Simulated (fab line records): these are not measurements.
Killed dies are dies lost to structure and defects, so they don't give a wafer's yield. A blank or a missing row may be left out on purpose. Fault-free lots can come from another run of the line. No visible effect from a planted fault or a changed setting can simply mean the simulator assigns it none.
8D (eight disciplines) problem report, filled in by code || flow n5 finfet || the parts of the form that need people (team, actions taken, sign-off) are left out

## 1. WHAT IS WRONG
Mean of spin speed rpm at N5_MOL_CONTACT_COAG_COAT_76: 1350.5 rpm across 9 wafers in 3 lots; on wafers with no fault it is 1500.0 rpm (standard deviation 0.88). That is -99 or more standard deviations from the usual mean.
The step: time 60 s, resist thk 10 nm.
The first sign was on wafer L559.1 at day 7 06:35, on litho track-04. Wafers with a number at this step in the record: 15, from 5 lots. By rule, "out" or "out of limits" means more than 4 standard deviations away from the usual mean. The rest of the wafers with a number are treated as sound.

## 2. WHAT THIS IS AND IS NOT
{"question": "which readings at this step", "is": "spin speed rpm", "is not": "dispense pressure kPa"}
{"question": "which lots", "is": "L559, L560, L561", "is not": "L553, L569"}
{"question": "which wafers of those lots", "is": "all that have a number", "is not": "-"}
{"question": "read on which tools", "is": "litho track-04", "is not": "litho track-05"}
{"question": "when", "is": "from day 7 06:35", "is not": "up to then (3 sound wafers); but 3 sound wafers of L569 came after"}

## 3. SUSPECTS, AND WHAT RULES EACH OUT
Counting: a tool stays on the suspect list if, at a process step up to the reading, it processed all lots that are out and no sound lot following the first of them.
- litho track-04 at N5_MOL_CONTACT_COAG_COAT_76 (time 60 s, resist thk 10 nm): kept. Every lot that is out went through it, starting with L559 (day 7 06:35), and after that it ran no sound lot; the last sound lot it ran before then is L553 (day 5 19:36). Out on those wafers are its own readings of spin speed rpm.
The count leaves litho track-04 at N5_MOL_CONTACT_COAG_COAT_76.

## 4. THE CAUSE (what the simulator had put in)
Process parameters drifting: litho track-04 at N5_MOL_CONTACT_COAG_COAT_76, beginning at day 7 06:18. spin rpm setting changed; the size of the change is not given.
The count eliminated every tool but this one.

## 5. THE EFFECT CHAIN, in route order
One row per reading whose mean, taken over the struck wafers that have a number, lies over 3 standard deviations from the usual. Readings are gone through only where the record gives a usual standard deviation; hours: the median, over the lots, of the time from a lot's start at the first step in this table giving one to that lot's start at this step; sigmas: the change measured in usual standard deviations.
{"hours": 0, "step": "N5_MOL_CONTACT_COAG_COAT_76", "reading": "spin speed rpm", "usual": "1500.0 rpm", "on struck wafers": 1350.5, "change": -149.5, "sigmas": "-99 or more"}
Its process steps:
- N5_MOL_CONTACT_COAG_COAT_76: time 60 s, resist thk 10 nm.

## 6. HOW IT WOULD HAVE BEEN CAUGHT EARLIER
First out-of-limits reading in this record: day 7 06:35, which is 0 hours after fault onset at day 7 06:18.
